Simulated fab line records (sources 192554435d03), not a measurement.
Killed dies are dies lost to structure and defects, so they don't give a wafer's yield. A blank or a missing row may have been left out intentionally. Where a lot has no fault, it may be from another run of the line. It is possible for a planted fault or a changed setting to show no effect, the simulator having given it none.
The same fault as seen by 2 desks | flow n5Finfet | each desk holds nothing but its own numbers, with what lay behind them at the end

FROM THE METROLOGY DESK
What the gauges read, lot by lot, whatever tool the lot ran on: means of the sampled wafers that have a number. The brackets show how far a lot's mean lies from the usual mean; more than 4 standard deviations puts the lot out of limits, marked OUT. 7 of its 11 readings are shown, namely those furthest out on some lot.
Columns: A = DIBL_N at N5_BEOL_M4_RC_MEAS_101, usual 36.9 mV/V; B = DIBL_P at N5_BEOL_M4_RC_MEAS_101, usual 37.1 mV/V; C = IOFF_N at N5_BEOL_M4_RC_MEAS_101, usual 0.17 nA/um; D = IOFF_P at N5_BEOL_M4_RC_MEAS_101, usual 0.22 nA/um; E = ION_N at N5_BEOL_M4_RC_MEAS_101, usual 674 uA/um; F = SS_P at N5_BEOL_M4_RC_MEAS_101, usual 73.5 mV/dec; G = VT_N at N5_BEOL_M4_RC_MEAS_101, usual 249 mV
lot  | first seen here | A    | B    | C    | D    | E   | F    | G
L941 | day 6 18:22     | 37.6 | 37.8 | 0.16 | 0.20 | 661 | 74.1 | 252
L945 | day 8 03:31     | 36.2 | 36.9 | 0.16 | 0.23 | 666 | 73.4 | 249
L947 | day 8 14:02     | 35.3 | 37.4 | 0.15 | 0.21 | 670 | 73.3 | 251
L948 | day 8 16:52     | 36.4 | 37.9 | 0.17 | 0.22 | 675 | 73.8 | 250
L952 | day 9 19:02     | 37.6 | 38.1 | 0.18 | 0.24 | 682 | 73.3 | 248
L951 | day 9 20:41     | 34.3 | 36.2 | 0.13 | 0.16 | 657 | 72.4 | 256
L954 | day 10 06:41    | 37.0 | 38.4 | 0.19 | 0.24 | 676 | 73.8 | 247
L960 | day 12 00:41    | 37.0 | 39.8 | 0.19 | 0.25 | 679 | 74.0 | 248
L961 | day 12 02:45    | 36.7 | 34.6 | 0.17 | 0.24 | 674 | 73.5 | 249
Finding of this desk: none of the 9 lots has anything out of limits.

FOR THE TOOL OWNER'S DESK: rieDiel-03
The tool's own readings at N5_BEOL_M2_ETCH_69 (etches SiARC in CF4, target depth 15.6 nm, time 26 s): means of the sampled wafers that have a number, for each lot that ran on this tool. The brackets show how far a lot's mean lies from the usual mean; more than 4 standard deviations puts the lot out of limits, marked OUT.
Columns: A = biasW at N5_BEOL_M2_ETCH_69, usual 36.01 W; B = drypumpMotorCurrentA at N5_BEOL_M2_ETCH_69, usual 5.6 A; C = etchRfOnTimeS at N5_BEOL_M2_ETCH_69, usual 26.1 s; D = oesProductAu at N5_BEOL_M2_ETCH_69, usual 0.66 a.u.; E = rfVppV at N5_BEOL_M2_ETCH_69, usual 184.3 V; F = showerheadPlenumPTorr at N5_BEOL_M2_ETCH_69, usual 2.16 Torr; G = throttleValvePct at N5_BEOL_M2_ETCH_69, usual 15.61 %
lot  | first seen here | A               | B   | C    | D    | E                | F    | G
L941 | day 6 20:54     | 35.93           | 5.8 | 26.6 | 0.67 | 184.8            | 2.21 | 15.45
L945 | day 8 06:07     | 37.66 (+15) OUT | 5.5 | 26.1 | 0.67 | 190.8 (+5.9) OUT | 2.18 | 15.47
L947 | day 8 17:25     | 37.68 (+15) OUT | 5.4 | 25.8 | 0.70 | 190.1 (+5.2) OUT | 2.15 | 15.42
L948 | day 8 19:56     | 37.64 (+15) OUT | 5.5 | 25.8 | 0.65 | 190.4 (+5.5) OUT | 2.14 | 15.43
L960 | day 12 03:58    | 35.96           | 5.5 | 26.6 | 0.63 | 183.4            | 2.17 | 15.53
This desk's verdict: out of limits on L945, L947, L948, starting with L945 at day 8 06:07 (biasW at N5_BEOL_M2_ETCH_69). Within limits: L941, L960.

PUT TOGETHER
The tool owner's desk had the chance to raise an alarm at day 8 06:07 on L945, L947, L948.
From the metrology desk's view, nothing was out of limits.
The metrology desk has L945, L947, L948 on record, within its limits.
N5_BEOL_M2_ETCH_69 was run on rieDiel-03 by each of the lots named.

WHAT HAD BEEN PUT IN BY THE SIMULATOR
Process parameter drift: rieDiel-03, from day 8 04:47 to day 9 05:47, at N5_BEOL_M2_ETCH_69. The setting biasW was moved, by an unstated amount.
Struck lots among those shown: L945, L947, L948.
How many hours passed from the start of the fault until each desk's first out-of-limits reading: the tool owner's desk, 1.
